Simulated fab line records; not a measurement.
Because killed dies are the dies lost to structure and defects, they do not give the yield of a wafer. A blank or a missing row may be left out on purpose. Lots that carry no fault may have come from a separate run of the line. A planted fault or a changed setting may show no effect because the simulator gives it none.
Problem report, 8D (eight disciplines) form, completed by code -- flow nandHarc -- the parts of the form that need people (team, actions taken, sign-off) are left out

## 1. THE ISSUE
Wafers without a fault read 1001 nm, standard deviation 9.5; thkNm at NHARC_A_ONON_D1_THK_MEAS_08 reads a mean of 401 nm on 3 wafers belonging to 2 lots. That puts it -63 standard deviations away from the usual mean.
The step: measures by ellipsometry.
The first sign was on wafer L164.1 at day 12 11:29, on filmMetro-02. The record has a number at this step for 39 wafers belonging to 13 lots. Rule for "out" (also "out of limits"): further than 4 standard deviations from the usual mean. All remaining wafers that have a number are taken as sound.

## 2. WHAT THIS IS AND IS NOT
question,is,is not
which readings at this step,thkNm,-
which lots,"L164, L166","L145, L148, L149, L150, L152, L153, L154, L155, L156, L157, L159"
which wafers of those lots,"L164.1, L164.5, L166.6","L164.3, L166.3, L166.4"
read on which gauges,"filmMetro-01, filmMetro-02",-
when,from day 12 11:29,up to then (34 sound wafers); but 2 sound wafers of L166 came after

## 3. WHAT RULES OUT EACH SUSPECT
Counting: any tool at a process step up to the reading remains a suspect provided it ran every lot that is out. Sound lots after the first of them don't rule it out here, since some wafers of a struck lot are sound.
- the gauge at NHARC_A_ONON_D1_THK_MEAS_08 has been ruled out. Those wafers that are out were read across 2 gauges (filmMetro-01, filmMetro-02).
- cmp-04 at NHARC_P_BONDPAD_CMP_19 (polishes, t overpolish 30 s, cu recess touch 16 s, target thk 160.81 nm): kept. Ran every lot that is out, first one L164 (day 11 10:39); last sound lot up to then L159 (day 10 12:14).
- pecvdOnon-04 at NHARC_A_ONON_D1_DEP_06 (target thk 1000 nm): kept. Ran every lot that is out, first one L164 (day 12 10:59); last sound lot up to then L159 (day 11 13:22).
After counting, cmp-04 at NHARC_P_BONDPAD_CMP_19 and pecvdOnon-04 at NHARC_A_ONON_D1_DEP_06 remain.

## 4. THE CAUSE (what the simulator had put in)
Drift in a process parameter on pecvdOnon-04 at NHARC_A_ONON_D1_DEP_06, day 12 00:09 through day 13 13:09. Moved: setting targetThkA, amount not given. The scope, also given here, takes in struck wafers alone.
Of the 2 suspects that counting leaves, this tool is one.

## 5. THE CHAIN OF EFFECTS, in route order
Rows list readings where the struck wafers' mean (over those with a number) sits beyond 3 standard deviations from the usual. Only readings whose record carries a usual standard deviation are examined. hours: median over the lots of the time between each lot's start at the first step of this table that gives one and its start at this step. sigmas: the change, counted in usual standard deviations.
hours,step,reading,usual,on struck wafers,change,sigmas
0,NHARC_A_ONON_D1_THK_MEAS_08,thkNm,1001 nm,401,-600,-63
276,NHARC_END_SORT_01,killedAtArray,27,671,+644,+65
276,NHARC_END_SORT_01,killedDies,31,677,+646,+65

## 6. WHAT WOULD HAVE CAUGHT IT SOONER
The first out-of-limits reading at a measuring or inspecting step in this record came at day 12 11:29, 11 hours after the fault's start at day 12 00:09.
No tool reading at NHARC_A_ONON_D1_DEP_06 that has a usual standard deviation in the record was out on any struck wafer, so an alarm limit of 4 standard deviations on those readings would not have fired.
Lots out: 2; of these, L166 started NHARC_A_ONON_D1_DEP_06 on pecvdOnon-04 after day 12 11:29. A hold on the tool at that time would have spared it.
